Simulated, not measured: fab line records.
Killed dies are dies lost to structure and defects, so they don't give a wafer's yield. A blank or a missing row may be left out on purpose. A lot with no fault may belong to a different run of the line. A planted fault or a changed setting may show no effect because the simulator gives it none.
Chamber matching	flow n5_finfet	N5_MOL_CONTACT_COAG_ETCH_67 on rie_diel-06: 4 sister chambers
The step etches SOC in N2/H2, target depth 60 nm, overetch 21 nm, time 101.2 s. 4 wafers are shown with their chamber, then 8 later ones without.

EACH WAFER AND ITS CHAMBER
wafer	chamber	drypump_motor_current_A (A)
L081.2	0	4.9
L089.4	1	5.9
L091.6	2	6.2
L092.1	3	6.5

WAFERS WITHOUT THEIR CHAMBER
wafer	drypump_motor_current_A (A)
L092.2	4.9
L092.3	5.9
L094.1	6.4
L094.5	6.3
L094.6	5.9
L095.2	6.5
L095.3	5.9
L095.4	5.9

CHAMBER TAKEN BY EACH
wafer	from the rows above	in truth
L092.2	0	0
L092.3	1	1
L094.1	3	3
L094.5	2	2
L094.6	1	1
L095.2	3	3
L095.3	1	1
L095.4	1	1
Correctly placed: 8 of 8. Not placeable from these rows: 0. Placed wrongly: 0.
How it was worked out, from the rows above alone: a wafer's distance from a chamber is the root of the sum, over the readings, of the square of ((its reading less the chamber's mean) divided by the reading's scatter). The wafer belongs to the nearest chamber; if the next one is less than 2 further off, it can't be placed. A chamber's mean is the mean of its shown wafers. The scatter: with one shown wafer a chamber, the root of the mean of the squares of how far each hidden wafer lies from its nearest shown one.
